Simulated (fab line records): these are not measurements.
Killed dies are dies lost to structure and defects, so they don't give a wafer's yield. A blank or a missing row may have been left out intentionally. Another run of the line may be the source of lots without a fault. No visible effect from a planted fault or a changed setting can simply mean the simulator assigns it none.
fab line records	flow n5_finfet
record: lots: 24	wafers: 72	last_day: 18
route steps=1938 shown FIN_SAQP@97 FIN_CUT@167
lots that met no fault: taken from a fault-free run of the same line
start_h: start of the lot's first displayed wafer, in hours after the record's first day	wait_h: how many hours have passed since the lot's step before this one	" as in the row above	L1.1+2: several wafers, shown together as one row	- either no value or no given start	* or withheld: withheld	< > ~ a bound
route shown NAME@n: names a module that has steps shown in the file, with the first one's number in the route	usual: mean/standard deviation taken from wafers without a fault	same: alike in all rows	chamber/n: place in a boat	sites: per-site readings	_std_site: how widely they spread, as a standard deviation	_edge_site: inner sites' mean taken away from outer sites' mean	radius_mm: how far each site lies from the wafer's centre	mask NAME#n: copy n	behind: the tool/chamber that last shaped the wafer	hold: what put the lot on hold/how long, in hours/how the hold closed	device: names the non-switching transistor (n, p or np)	end of line: the same wafers' tests at the end of the route	a step given without rows: its recipe and nothing more	killed: at the first sort, the dies lost to defects and structure; wafer yield is something else	map: the dies of a wafer, with x for killed, . for not killed, _ for no die there
set.NAME: setting as actually run; set.NAME@STEP: the setting as run at that earlier step	model.NAME: the simulator's own value behind a step, which no gauge read
route steps across a sampled set of lots; one table per step, one row per wafer
services: the hour from which a tool's chamber was out of use, counted from the record's first day as start_h (under 0 if before that day), plus the number of hours and why
== steps ==
step: N5_FIN_SAQP_THK_MEAS_05
usual: thk_nm: 38.1/0.57
lot.wafer	tool	chamber	start_h	wait_h	thk_nm
L074.3	film_metro-01	-	21.39	0.1	39.3
L074.5	"	-	"	"	38.6
L074.6	"	-	"	"	37.6
L075.2	film_metro-02	-	27.52	0.1	37.4
L075.4	"	-	"	"	38.2
L075.6	"	-	"	"	38.1
L076.1	film_metro-01	-	33.98	0.1	37.5
L076.4	"	-	"	"	38.9
L076.5	"	-	"	"	38.3
L077.1	film_metro-01	-	39.00	0.1	37.6
L077.4	"	-	"	"	37.8
L077.6	"	-	"	"	38.4
L078.1	film_metro-02	-	46.91	0.1	36.7
L078.5	"	-	"	"	39.0
L078.6	"	-	"	"	37.8
L079.1	film_metro-02	-	51.99	0.1	37.9
L079.2	"	-	"	"	37.2
L079.3	"	-	"	"	37.4
L080.1	film_metro-02	-	59.62	0.1	38.0
L080.3	"	-	"	"	37.8
L080.6	"	-	"	"	38.3
L081.1	film_metro-02	-	64.53	0.1	38.5
L081.2	"	-	"	"	38.7
L081.5	"	-	"	"	38.3
L082.3	film_metro-01	-	70.83	0.1	38.0
L082.4	"	-	"	"	38.9
L082.6	"	-	"	"	37.8
L083.2	film_metro-01	-	75.54	0.1	38.2
L083.4	"	-	"	"	38.8
L083.6	"	-	"	"	38.5
L084.2	film_metro-01	-	81.16	0.1	38.3
L084.3	"	-	"	"	37.9
L084.4	"	-	"	"	38.3
L085.1	film_metro-01	-	88.27	0.1	37.7
L085.2	"	-	"	"	38.6
L085.5	"	-	"	"	38.0
L086.2	film_metro-01	-	94.36	0.1	38.3
L086.3	"	-	"	"	37.8
L086.5	"	-	"	"	38.3
L087.1	film_metro-01	-	100.02	0.1	37.5
L087.4	"	-	"	"	39.3
L087.5	"	-	"	"	38.5
L088.2	film_metro-01	-	106.37	0.1	37.9
L088.4	"	-	"	"	39.0
L088.5	"	-	"	"	37.9
L089.1	film_metro-02	-	111.10	0.1	38.2
L089.5	"	-	"	"	38.0
L089.6	"	-	"	"	38.4
L090.3	film_metro-02	-	117.86	0.1	38.5
L090.4	"	-	"	"	39.4
L090.6	"	-	"	"	39.1
L091.1	film_metro-02	-	123.17	0.1	37.9
L091.5	"	-	"	"	38.3
L091.6	"	-	"	"	38.1
L092.1	film_metro-01	-	129.03	0.1	38.4
L092.3	"	-	"	"	38.0
L092.4	"	-	"	"	38.5
L093.1	film_metro-01	-	135.59	0.1	37.2
L093.4	"	-	"	"	37.5
L093.6	"	-	"	"	38.6
L094.2	film_metro-01	-	142.49	0.1	38.2
L094.4	"	-	"	"	38.6
L094.5	"	-	"	"	38.7
L095.3	film_metro-01	-	147.28	0.1	37.8
L095.5	"	-	"	"	38.8
L095.6	"	-	"	"	38.4
L096.1	film_metro-02	-	152.75	0.1	37.9
L096.4	"	-	"	"	38.3
L096.5	"	-	"	"	38.9
L097.1	film_metro-01	-	160.72	0.1	37.6
L097.5	"	-	"	"	37.3
L097.6	"	-	"	"	38.4
step: N5_FIN_SAQP_PECVD_47
recipe: material: a-Si	target_thk_a: 450	temp_c: 400	precursor: SiH4/He	pressure_torr: 3	rf_w: 100	time_s: 36.3
usual: heater_power_w: 817/110	showerhead_plenum_p_Torr: 5.65/0.044	throttle_valve_pct: 18.1/1.3
lot.wafer	tool	chamber	start_h	wait_h	heater_power_w	showerhead_plenum_p_Torr	throttle_valve_pct
L074.3	pecvd-04	1	21.42	0.0	718	5.68	16.6
L074.5	"	1	"	"	703	5.68	16.7
L074.6	"	0	"	"	869	5.60	20.8
L075.2	pecvd-04	0	27.56	0.0	895	5.61	20.6
L075.4	"	0	"	"	866	5.62	20.9
L075.6	"	2	"	"	864	5.65	16.5
L076.1	pecvd-01	2	34.02	0.0	1108	5.62	18.1
L076.4	"	1	"	"	928	5.58	18.4
L076.5	"	2	"	"	1147	5.61	18.3
L077.1	pecvd-04	1	39.04	0.0	803	5.68	16.6
L077.4	"	2	"	"	892	5.64	16.9
L077.6	"	0	"	"	824	5.61	20.6
L078.1	pecvd-04	0	47.00	0.1	751	5.61	20.5
L078.5	"	0	"	"	756	5.62	20.9
L078.6	"	1	"	"	777	5.68	16.7
L079.1	pecvd-01	1	52.03	0.0	973	5.57	18.4
L079.2	"	2	"	"	1060	5.60	18.3
L079.3	"	0	"	"	729	5.62	17.6
L080.1	pecvd-04	2	59.66	0.0	906	5.62	17.0
L080.3	"	2	"	"	901	5.64	17.1
L080.6	"	1	"	"	734	5.68	16.5
L081.1	pecvd-02	2	64.56	0.0	615	5.72	18.2
L081.2	"	0	"	"	706	5.72	18.6
L081.5	"	1	"	"	709	5.64	17.8
L082.3	pecvd-04	0	70.87	0.0	876	5.64	20.6
L082.4	"	2	"	"	904	5.64	17.0
L082.6	"	0	"	"	889	5.61	20.9
L083.2	pecvd-02	0	75.58	0.0	816	5.72	18.6
L083.4	"	0	"	"	684	5.73	18.7
L083.6	"	1	"	"	716	5.64	18.2
L084.2	pecvd-04	0	81.19	0.0	898	5.62	20.8
L084.3	"	1	"	"	685	5.68	16.9
L084.4	"	0	"	"	885	5.62	20.7
L085.1	pecvd-04	2	88.31	0.0	869	5.63	16.8
L085.2	"	0	"	"	791	5.60	20.7
L085.5	"	2	"	"	856	5.65	16.8
L086.2	pecvd-02	0	94.40	0.0	723	5.72	18.3
L086.3	"	1	"	"	743	5.63	18.1
L086.5	"	2	"	"	690	5.71	18.3
L087.1	pecvd-04	1	100.06	0.0	772	5.70	16.9
L087.4	"	0	"	"	898	5.63	20.7
L087.5	"	1	"	"	773	5.67	16.8
L088.2	pecvd-02	1	106.40	0.0	783	5.64	17.8
L088.4	"	2	"	"	713	5.71	17.7
L088.5	"	1	"	"	787	5.64	17.5
L089.1	pecvd-02	0	111.14	0.0	805	5.73	18.8
L089.5	"	2	"	"	705	5.71	18.1
L089.6	"	0	"	"	806	5.72	18.7
L090.3	pecvd-01	2	117.90	0.0	1163	5.62	18.2
L090.4	"	0	"	"	745	5.60	17.6
L090.6	"	2	"	"	1126	5.61	18.4
L091.1	pecvd-04	1	123.21	0.0	831	5.68	17.0
L091.5	"	1	"	"	814	5.68	16.8
L091.6	"	0	"	"	867	5.62	20.8
L092.1	pecvd-04	2	129.07	0.0	927	5.64	17.0
L092.3	"	1	"	"	782	5.68	17.1
L092.4	"	0	"	"	855	5.62	20.9
L093.1	pecvd-02	2	135.62	0.0	722	5.70	18.2
L093.4	"	1	"	"	768	5.64	18.1
L093.6	"	0	"	"	769	5.71	18.7
L094.2	pecvd-01	0	142.52	0.0	792	5.62	17.4
L094.4	"	0	"	"	818	5.60	17.6
L094.5	"	2	"	"	1064	5.62	18.0
L095.3	pecvd-01	2	147.32	0.0	1087	5.60	18.3
L095.5	"	2	"	"	1067	5.62	18.4
L095.6	"	0	"	"	753	5.62	17.3
L096.1	pecvd-02	0	152.79	0.0	827	5.73	18.6
L096.4	"	2	"	"	671	5.70	18.1
L096.5	"	0	"	"	798	5.71	18.9
L097.1	pecvd-04	2	160.75	0.0	858	5.64	17.1
L097.5	"	2	"	"	860	5.65	16.9
L097.6	"	0	"	"	877	5.62	20.9
step: N5_FIN_SAQP_PECVD_48
recipe: material: SiNx	target_thk_a: 250	temp_c: 400	precursor: SiH4/NH3/N2	pressure_torr: 1.5	rf_w: 300	time_s: 22.1
usual: heater_power_w: 740/120	showerhead_plenum_p_Torr: 5.12/0.058	throttle_valve_pct: 39.7/3
lot.wafer	tool	chamber	start_h	wait_h	heater_power_w	showerhead_plenum_p_Torr	throttle_valve_pct
L074.3	pecvd-04	1	21.46	0.0	681	5.17	36.2
L074.5	"	1	"	"	669	5.14	36.5
L074.6	"	0	"	"	669	5.09	45.4
L075.2	pecvd-04	0	27.60	0.0	811	5.07	45.3
L075.4	"	0	"	"	817	5.07	45.1
L075.6	"	2	"	"	804	5.10	36.8
L076.1	pecvd-01	2	34.06	0.0	1091	5.07	39.7
L076.4	"	1	"	"	844	5.01	40.1
L076.5	"	2	"	"	1067	5.08	39.9
L077.1	pecvd-04	1	39.08	0.0	632	5.15	36.4
L077.4	"	2	"	"	822	5.10	36.6
L077.6	"	0	"	"	721	5.08	45.4
L078.1	pecvd-04	0	47.06	0.0	753	5.07	45.4
L078.5	"	0	"	"	735	5.07	45.3
L078.6	"	1	"	"	636	5.15	36.7
L079.1	pecvd-01	1	52.07	0.0	887	5.01	40.5
L079.2	"	2	"	"	948	5.08	40.0
L079.3	"	0	"	"	755	5.06	38.5
L080.1	pecvd-04	2	59.72	0.0	804	5.10	36.5
L080.3	"	2	"	"	810	5.12	36.6
L080.6	"	1	"	"	714	5.16	36.5
L081.1	pecvd-02	2	64.60	0.0	559	5.21	39.8
L081.2	"	0	"	"	702	5.20	40.5
L081.5	"	1	"	"	721	5.11	39.7
L082.3	pecvd-04	0	70.91	0.0	828	5.07	45.2
L082.4	"	2	"	"	838	5.10	36.9
L082.6	"	0	"	"	835	5.07	45.7
L083.2	pecvd-02	0	75.62	0.0	607	5.21	40.8
L083.4	"	0	"	"	630	5.21	40.4
L083.6	"	1	"	"	645	5.10	39.6
L084.2	pecvd-04	0	81.23	0.0	765	5.07	45.6
L084.3	"	1	"	"	722	5.15	36.7
L084.4	"	0	"	"	762	5.08	45.6
L085.1	pecvd-04	2	88.35	0.0	865	5.11	37.0
L085.2	"	0	"	"	803	5.07	45.6
L085.5	"	2	"	"	852	5.11	36.7
L086.2	pecvd-02	0	94.44	0.0	733	5.20	40.9
L086.3	"	1	"	"	605	5.10	39.3
L086.5	"	2	"	"	613	5.20	40.0
L087.1	pecvd-04	1	100.10	0.0	621	5.15	36.8
L087.4	"	0	"	"	769	5.07	45.6
L087.5	"	1	"	"	637	5.16	36.7
L088.2	pecvd-02	1	106.44	0.0	686	5.12	39.4
L088.4	"	2	"	"	617	5.20	39.8
L088.5	"	1	"	"	698	5.11	39.6
L089.1	pecvd-02	0	111.18	0.0	716	5.21	40.6
L089.5	"	2	"	"	598	5.19	39.9
L089.6	"	0	"	"	717	5.20	40.8
L090.3	pecvd-01	2	117.94	0.0	1059	5.07	40.2
L090.4	"	0	"	"	730	5.06	38.3
L090.6	"	2	"	"	1060	5.08	40.3
L091.1	pecvd-04	1	123.25	0.0	713	5.18	37.0
L091.5	"	1	"	"	713	5.16	37.0
L091.6	"	0	"	"	764	5.07	45.7
L092.1	pecvd-04	2	129.11	0.0	745	5.10	37.0
L092.3	"	1	"	"	658	5.16	36.7
L092.4	"	0	"	"	691	5.08	45.9
L093.1	pecvd-02	2	135.67	0.0	553	5.21	39.7
L093.4	"	1	"	"	647	5.09	39.6
L093.6	"	0	"	"	620	5.22	41.0
L094.2	pecvd-01	0	142.56	0.0	707	5.06	38.3
L094.4	"	0	"	"	703	5.05	38.8
L094.5	"	2	"	"	913	5.07	40.2
L095.3	pecvd-01	2	147.36	0.0	1085	5.06	40.1
L095.5	"	2	"	"	1124	5.06	40.3
L095.6	"	0	"	"	719	5.05	38.3
L096.1	pecvd-02	0	152.83	0.0	670	5.21	41.1
L096.4	"	2	"	"	575	5.20	39.7
L096.5	"	0	"	"	679	5.20	41.1
L097.1	pecvd-04	2	160.79	0.0	848	5.11	37.1
L097.5	"	2	"	"	848	5.10	37.1
L097.6	"	0	"	"	812	5.07	46.0
step: N5_FIN_SAQP_MANDREL1_REMOVE_56
recipe: chemistry: HBr/Cl2/O2	bt_time_s: 10	target: a-Si	stop_on: SiNx	endpoint: OES-SiCl	over_etch_frac: 1	icp_w: 600	bias_w: 22	HBr_flow_sccm: 150	Cl2_flow_sccm: 80	O2_flow_sccm: 5	pressure_mtorr: 10
usual: drypump_motor_current_A: 5.7/0.4	oes_product_au: 0.993/0.0093	throttle_valve_pct: 36.6/0.49
lot.wafer	tool	chamber	start_h	wait_h	drypump_motor_current_A	oes_product_au	rf_hours_counter_h	throttle_valve_pct
L074.3	rie_si-04	0	25.23	0.1	5.6	0.992	123	37.0
L074.5	"	3	"	"	5.6	0.998	-	37.1
L074.6	"	0	"	"	5.6	0.993	-	37.0
L075.2	rie_si-04	1	30.79	0.1	5.5	0.992	107	36.7
L075.4	"	3	"	"	5.6	1.005	1	37.1
L075.6	"	1	"	"	5.5	0.991	-	36.7
L076.1	rie_si-06	2	36.69	0.1	5.5	0.993	54	37.1
L076.4	"	1	"	"	5.8	1.001	95	36.2
L076.5	"	2	"	"	5.5	0.997	-	37.1
L077.1	rie_si-06	0	42.08	0.1	4.8	0.981	25	36.2
L077.4	"	3	"	"	6.0	1.002	71	36.8
L077.6	"	3	"	"	6.0	0.994	-	36.8
L078.1	rie_si-01	2	49.88	0.1	5.4	0.986	90	35.9
L078.5	"	3	"	"	5.3	0.992	-	36.8
L078.6	"	0	"	"	6.1	0.992	-	36.7
L079.1	rie_si-04	2	54.88	0.1	6.4	1.009	9	35.6
L079.2	"	0	"	"	5.6	0.990	124	37.0
L079.3	"	1	"	"	5.5	0.977	107	36.7
L080.1	rie_si-06	2	62.75	0.1	5.5	0.985	54	37.1
L080.3	"	3	"	"	6.0	1.013	72	36.8
L080.6	"	1	"	"	5.8	1.003	-	36.2
L081.1	rie_si-01	0	67.24	0.1	6.0	0.994	36	36.7
L081.2	"	2	"	"	5.3	0.988	90	35.9
L081.5	"	0	"	"	6.1	0.987	-	36.7
L082.3	rie_si-04	2	73.57	0.1	6.4	0.997	9	35.6
L082.4	"	3	"	"	5.6	0.993	2	37.1
L082.6	"	3	"	"	5.6	0.994	-	37.1
L083.2	rie_si-04	2	78.23	0.1	6.5	1.006	9	35.6
L083.4	"	1	"	"	5.5	0.992	108	36.7
L083.6	"	0	"	"	5.6	0.987	-	37.0
L084.2	rie_si-06	2	83.97	0.1	5.5	1.003	55	37.1
L084.3	"	3	"	"	6.0	1.003	72	36.8
L084.4	"	0	"	"	4.8	0.987	26	36.2
L085.1	rie_si-04	2	91.74	0.1	6.4	0.997	9	35.6
L085.2	"	3	"	"	5.6	1.001	2	37.1
L085.5	"	0	"	"	5.6	0.995	-	37.0
L086.2	rie_si-04	0	98.11	0.1	5.5	0.998	125	37.0
L086.3	"	1	"	"	5.5	0.997	108	36.7
L086.5	"	1	"	"	5.5	0.997	-	36.7
L087.1	rie_si-06	2	102.63	0.1	5.5	0.996	55	37.1
L087.4	"	3	"	"	6.0	1.005	72	36.8
L087.5	"	2	"	"	5.5	1.006	-	37.1
L088.2	rie_si-01	1	109.21	0.1	6.3	0.998	1	36.1
L088.4	"	2	"	"	5.3	0.983	91	35.9
L088.5	"	0	"	"	6.0	0.967	-	36.7
L089.1	rie_si-04	2	114.11	0.1	6.4	1.013	10	35.6
L089.5	"	3	"	"	5.6	1.008	-	37.1
L089.6	"	0	"	"	5.6	0.992	-	37.0
L090.3	rie_si-01	0	120.42	0.1	6.1	0.972	37	36.7
L090.4	"	3	"	"	5.3	0.991	61	36.8
L090.6	"	1	"	"	6.3	0.997	-	36.1
L091.1	rie_si-04	0	126.01	0.1	5.6	0.990	125	37.0
L091.5	"	2	"	"	6.4	0.996	-	35.6
L091.6	"	1	"	"	5.5	0.987	-	36.7
L092.1	rie_si-04	3	131.74	0.1	5.6	0.996	3	37.1
L092.3	"	2	"	"	6.4	0.998	10	35.6
L092.4	"	0	"	"	5.5	0.990	125	37.0
L093.1	rie_si-01	1	138.27	0.1	6.3	0.996	2	36.1
L093.4	"	0	"	"	6.0	0.976	37	36.7
L093.6	"	1	"	"	6.3	0.998	-	36.1
L094.2	rie_si-01	2	145.55	0.1	5.4	0.989	92	35.9
L094.4	"	3	"	"	5.3	0.991	61	36.8
L094.5	"	3	"	"	5.3	0.985	-	36.8
L095.3	rie_si-04	2	150.63	0.1	6.4	1.004	10	35.6
L095.5	"	0	"	"	5.5	0.999	-	37.0
L095.6	"	1	"	"	5.5	0.983	-	36.7
L096.1	rie_si-01	1	155.43	0.1	6.2	1.007	2	36.1
L096.4	"	2	"	"	5.3	0.995	92	35.9
L096.5	"	2	"	"	5.3	0.992	-	36.0
L097.1	rie_si-04	2	163.62	0.1	6.4	1.013	11	35.6
L097.5	"	0	"	"	5.6	0.990	-	37.0
L097.6	"	1	"	"	5.5	0.985	-	36.7
step: N5_FIN_SAQP_ETCH_64
recipe: chemistry: CF4	target: SiO2	target_depth_a: 15	ion_energy_ev: 350	pressure_mtorr: 10	icp_w: 800	bias_w: 400	cf4_flow_sccm: 80
usual: drypump_motor_current_A: 5.7/0.41	oes_product_au: 0.987/0.027	throttle_valve_pct: 21.76/0.24
lot.wafer	tool	chamber	start_h	wait_h	drypump_motor_current_A	oes_product_au	rf_hours_counter_h	throttle_valve_pct
L074.3	rie_si-06	3	27.49	0.0	6.0	0.980	71	21.93
L074.5	"	1	"	"	5.8	1.010	-	21.61
L074.6	"	2	"	"	5.5	1.028	-	22.11
L075.2	rie_si-04	3	32.81	0.0	5.6	0.945	1	22.14
L075.4	"	0	"	"	5.6	0.959	124	21.91
L075.6	"	2	"	"	6.4	1.014	-	21.41
L076.1	rie_si-01	2	38.81	0.0	5.3	0.989	89	21.72
L076.4	"	3	"	"	5.3	1.002	59	21.59
L076.5	"	1	"	"	6.3	0.981	-	21.56
L077.1	rie_si-06	1	44.86	0.0	5.8	1.002	95	21.62
L077.4	"	3	"	"	6.0	0.984	71	21.91
L077.6	"	3	"	"	6.0	0.982	-	21.92
L078.1	rie_si-04	0	52.00	0.0	5.6	0.960	124	21.94
L078.5	"	1	"	"	5.5	1.002	-	21.83
L078.6	"	2	"	"	6.4	1.019	-	21.41
L079.1	rie_si-06	0	56.91	0.0	4.8	0.956	25	21.51
L079.2	"	1	"	"	5.8	1.002	96	21.61
L079.3	"	3	"	"	6.0	0.988	72	21.93
L080.1	rie_si-04	1	64.72	0.0	5.5	1.005	107	21.84
L080.3	"	3	"	"	5.6	0.961	2	22.16
L080.6	"	2	"	"	6.5	1.018	-	21.42
L081.1	rie_si-04	2	69.34	0.0	6.5	1.013	9	21.42
L081.2	"	0	"	"	5.5	0.959	124	21.91
L081.5	"	3	"	"	5.6	0.951	-	22.14
L082.3	rie_si-04	1	75.91	0.0	5.6	1.016	107	21.84
L082.4	"	0	"	"	5.5	0.968	124	21.90
L082.6	"	1	"	"	5.5	1.006	-	21.84
L083.2	rie_si-04	3	80.61	0.0	5.6	0.934	2	22.13
L083.4	"	1	"	"	5.5	1.008	108	21.85
L083.6	"	1	"	"	5.5	1.011	-	21.84
L084.2	rie_si-01	1	85.96	0.0	6.4	0.978	1	21.57
L084.3	"	3	"	"	5.3	1.004	60	21.57
L084.4	"	2	"	"	5.4	0.985	90	21.72
L085.1	rie_si-01	1	94.64	0.0	6.2	0.986	1	21.56
L085.2	"	3	"	"	5.3	1.009	60	21.57
L085.5	"	3	"	"	5.3	1.017	-	21.58
L086.2	rie_si-01	2	100.63	0.0	5.4	0.995	91	21.70
L086.3	"	3	"	"	5.3	1.004	60	21.57
L086.5	"	3	"	"	5.3	1.008	-	21.56
L087.1	rie_si-06	0	104.84	0.0	4.8	0.956	26	21.51
L087.4	"	3	"	"	6.0	0.973	72	21.92
L087.5	"	2	"	"	5.5	1.034	-	22.09
L088.2	rie_si-01	3	111.66	0.0	5.3	1.005	60	21.57
L088.4	"	0	"	"	6.1	0.944	37	21.63
L088.5	"	3	"	"	5.3	1.012	-	21.59
L089.1	rie_si-06	2	116.08	0.0	5.5	1.027	55	22.13
L089.5	"	2	"	"	5.5	1.027	-	22.10
L089.6	"	1	"	"	5.8	1.007	-	21.62
L090.3	rie_si-04	0	122.49	0.0	5.6	0.971	125	21.93
L090.4	"	2	"	"	6.4	1.011	10	21.43
L090.6	"	3	"	"	5.6	0.936	-	22.13
L091.1	rie_si-01	0	128.21	0.0	6.0	0.942	37	21.61
L091.5	"	2	"	"	5.3	0.997	-	21.72
L091.6	"	3	"	"	5.3	1.017	-	21.59
L092.1	rie_si-04	3	133.89	0.0	5.6	0.949	3	22.14
L092.3	"	1	"	"	5.5	1.007	109	21.85
L092.4	"	2	"	"	6.5	1.006	10	21.41
L093.1	rie_si-04	0	140.25	0.0	5.6	0.956	125	21.91
L093.4	"	2	"	"	6.4	1.003	10	21.43
L093.6	"	0	"	"	5.5	0.968	-	21.91
L094.2	rie_si-04	1	147.70	0.0	5.5	0.989	109	21.84
L094.4	"	2	"	"	6.4	1.017	10	21.43
L094.5	"	3	"	"	5.6	0.945	-	22.13
L095.3	rie_si-01	2	153.16	0.0	5.4	0.989	92	21.73
L095.5	"	1	"	"	6.3	0.990	-	21.59
L095.6	"	0	"	"	6.0	0.952	-	21.62
L096.1	rie_si-04	3	158.39	0.0	5.6	0.940	3	22.12
L096.4	"	2	"	"	6.4	1.019	11	21.42
L096.5	"	1	"	"	5.5	1.000	-	21.83
L097.1	rie_si-06	1	165.65	0.0	5.7	1.014	98	21.62
L097.5	"	3	"	"	6.0	0.980	-	21.92
L097.6	"	2	"	"	5.5	1.025	-	22.10
step: N5_FIN_CUT_ETCH_30
recipe: chemistry: N2/H2	target: underlayer	target_depth_a: 130	mask_material: CAR-EUV	time_s: 10.4	ion_energy_ev: 200	pressure_mtorr: 30	source_w: 840	bias_w: 150	n2_flow_sccm: 200	h2_flow_sccm: 200	ends: cleared
usual: drypump_motor_current_A: 5.9/0.51	etch_rf_on_time_s: 10.31/0.23	oes_product_au: 0.67/0.066	rf_vpp_V: 523.9/2.7	showerhead_plenum_p_Torr: 2.54/0.092	throttle_valve_pct: 17.85/0.3
lot.wafer	tool	chamber	start_h	wait_h	drypump_motor_current_A	etch_rf_on_time_s	oes_product_au	rf_hours_counter_h	rf_vpp_V	showerhead_plenum_p_Torr	throttle_valve_pct
L074.3	rie_diel-01	2	28.35	0.0	5.7	9.97	0.64	184	523.4	2.51	18.10
L074.5	"	1	"	"	6.6	10.27	0.64	-	520.0	2.42	17.47
L074.6	"	2	"	"	5.7	10.08	0.65	-	524.3	2.51	18.10
L075.2	rie_diel-01	3	33.80	0.0	6.6	10.01	0.66	124	525.7	2.67	18.12
L075.4	"	2	"	"	5.7	9.99	0.66	186	524.6	2.50	18.09
L075.6	"	2	"	"	5.7	9.96	0.65	-	523.9	2.51	18.13
L076.1	rie_diel-01	1	40.07	0.0	6.6	10.30	0.63	177	520.7	2.42	17.51
L076.4	"	3	"	"	6.6	10.24	0.65	126	527.3	2.67	18.13
L076.5	"	3	"	"	6.6	10.15	0.66	-	525.8	2.67	18.09
L077.1	rie_diel-02	1	45.71	0.0	6.2	10.37	0.65	156	524.0	2.55	17.83
L077.4	"	2	"	"	5.6	10.26	0.64	182	520.8	2.42	17.79
L077.6	"	1	"	"	6.2	10.33	0.65	-	522.6	2.55	17.82
L078.1	rie_diel-03	1	54.14	0.0	5.7	10.07	0.66	147	521.4	2.46	18.12
L078.5	"	1	"	"	5.7	10.06	0.67	-	521.3	2.46	18.16
L078.6	"	0	"	"	5.6	10.23	0.65	-	526.2	2.64	18.19
L079.1	rie_diel-01	3	57.69	0.0	6.6	10.17	0.66	132	527.3	2.67	18.13
L079.2	"	2	"	"	5.7	10.13	0.64	197	523.5	2.50	18.12
L079.3	"	1	"	"	6.6	10.27	0.62	186	522.6	2.42	17.51
L080.1	rie_diel-02	0	65.57	0.0	5.3	10.72	0.79	1	522.6	2.50	17.67
L080.3	"	2	"	"	5.6	10.03	0.65	184	520.7	2.42	17.81
L080.6	"	0	"	"	5.2	10.85	0.80	-	522.7	2.50	17.69
L081.1	rie_diel-01	1	70.20	0.0	6.6	10.24	0.62	192	520.6	2.41	17.54
L081.2	"	3	"	"	6.6	10.00	0.65	138	525.9	2.66	18.13
L081.5	"	3	"	"	6.6	10.07	0.66	-	527.3	2.66	18.14
L082.3	rie_diel-01	3	76.76	0.0	6.6	10.17	0.65	141	527.0	2.66	18.13
L082.4	"	1	"	"	6.6	10.23	0.61	-	521.2	2.41	17.52
L082.6	"	3	"	"	6.6	10.06	0.65	-	524.8	2.66	18.13
L083.2	rie_diel-01	1	81.73	0.0	6.6	10.33	0.61	197	520.5	2.41	17.52
L083.4	"	3	"	"	6.6	10.09	0.64	143	528.7	2.66	18.13
L083.6	"	0	"	"	5.6	10.41	0.83	-	525.1	2.59	17.41
L084.2	rie_diel-02	3	86.83	0.0	5.5	10.58	0.79	17	527.7	2.67	17.40
L084.3	"	1	"	"	6.3	10.22	0.64	165	524.0	2.54	17.85
L084.4	"	2	"	"	5.6	10.24	0.63	191	518.9	2.42	17.81
L085.1	rie_diel-03	3	95.51	0.0	5.1	10.16	0.64	174	524.2	2.54	18.09
L085.2	"	1	"	"	5.7	10.08	0.66	156	521.1	2.45	18.18
L085.5	"	0	"	"	5.6	10.28	0.64	-	527.5	2.63	18.21
L086.2	rie_diel-01	0	101.49	0.0	5.5	10.37	0.81	6	524.0	2.59	17.42
L086.3	"	3	"	"	6.6	10.03	0.64	148	526.7	2.66	18.16
L086.5	"	2	"	"	5.7	10.01	0.63	-	523.2	2.49	18.14
L087.1	rie_diel-03	0	105.81	0.0	5.7	10.28	0.63	198	525.9	2.63	18.24
L087.4	"	2	"	"	5.3	10.38	0.60	207	526.0	2.60	17.92
L087.5	"	3	"	"	5.1	10.24	0.64	-	522.7	2.54	18.09
L088.2	rie_diel-01	2	112.39	0.0	5.7	10.18	0.62	215	523.4	2.49	18.15
L088.4	"	3	"	"	6.6	10.16	0.64	150	526.7	2.66	18.15
L088.5	"	1	"	"	6.6	10.30	0.61	-	520.1	2.41	17.52
L089.1	rie_diel-02	0	116.81	0.0	5.3	10.85	0.74	17	523.3	2.49	17.72
L089.5	"	0	"	"	5.3	10.91	0.74	-	522.1	2.49	17.70
L089.6	"	1	"	"	6.3	10.26	0.64	-	522.0	2.54	17.86
L090.3	rie_diel-01	3	123.22	0.0	6.6	10.25	0.63	153	526.6	2.66	18.17
L090.4	"	1	"	"	6.6	10.33	0.61	208	520.2	2.41	17.54
L090.6	"	1	"	"	6.6	10.38	0.60	-	521.4	2.41	17.52
L091.1	rie_diel-01	0	129.11	0.0	5.5	10.57	0.78	12	526.0	2.59	17.41
L091.5	"	0	"	"	5.5	10.47	0.77	-	525.7	2.59	17.44
L091.6	"	1	"	"	6.6	10.44	0.60	-	520.4	2.41	17.53
L092.1	rie_diel-02	2	134.75	0.0	5.6	10.15	0.63	205	521.3	2.41	17.82
L092.3	"	0	"	"	5.3	10.88	0.73	23	522.1	2.49	17.71
L092.4	"	3	"	"	5.5	10.56	0.76	33	528.3	2.67	17.41
L093.1	rie_diel-02	1	141.16	0.0	6.2	10.35	0.63	181	524.0	2.54	17.90
L093.4	"	2	"	"	5.6	10.32	0.62	208	519.7	2.41	17.84
L093.6	"	0	"	"	5.3	10.85	0.73	-	522.8	2.49	17.70
L094.2	rie_diel-03	2	148.58	0.0	5.3	10.29	0.60	219	525.7	2.60	17.96
L094.4	"	0	"	"	5.7	10.29	0.63	212	526.9	2.62	18.25
L094.5	"	0	"	"	5.6	10.39	0.62	-	526.8	2.62	18.26
L095.3	rie_diel-03	2	154.02	0.0	5.3	10.28	0.60	220	525.8	2.60	17.96
L095.5	"	1	"	"	5.7	10.21	0.65	-	520.3	2.45	18.19
L095.6	"	0	"	"	5.7	10.21	0.62	-	526.3	2.62	18.25
L096.1	rie_diel-02	0	159.25	0.0	5.3	10.99	0.72	30	521.5	2.49	17.73
L096.4	"	1	"	"	6.3	10.24	0.64	186	524.1	2.53	17.88
L096.5	"	3	"	"	5.5	10.65	0.75	-	527.0	2.66	17.43
L097.1	rie_diel-01	2	166.56	0.0	5.7	10.14	0.62	230	523.9	2.49	18.18
L097.5	"	1	"	"	6.6	10.44	0.59	-	520.6	2.40	17.54
L097.6	"	0	"	"	5.6	10.31	0.76	-	525.9	2.58	17.44
== services ==
tool	chamber	start_h	hours	kind
pecvd-01	0	2.06	18.8	repair
pecvd-01	-	2.89	1.8	repair
rie_si-06	2	6.75	6.4	repair
pecvd-02	0	10.36	4.2	repair
rie_diel-02	1	21.67	6.5	repair
pecvd-02	0	32.77	2.1	scheduled_down
pecvd-02	1	34.74	3.5	repair
pecvd-04	2	41.72	6.6	repair
pecvd-02	-	42.85	4.4	repair
rie_diel-02	-	46.21	15.6	pm
rie_diel-03	3	48.58	9.8	repair
rie_diel-01	3	50.91	4.7	repair
pecvd-04	0	52.84	12.6	repair
rie_diel-01	0	55.60	-	clean
rie_diel-01	0	55.60	-	consumable_replace:focus_ring
rie_diel-01	0	55.60	23.9	scheduled_down
rie_diel-01	0	55.60	23.9	vent_cycle
rie_si-01	1	56.45	16.6	repair
rie_diel-03	1	76.00	12.8	repair
pecvd-04	-	85.19	0.5	repair
rie_si-04	-	86.87	0.8	repair
rie_diel-01	-	94.55	4.1	repair
pecvd-02	-	128.27	6.0	pm
rie_si-06	-	153.09	4.3	pm
== key ==
fault none
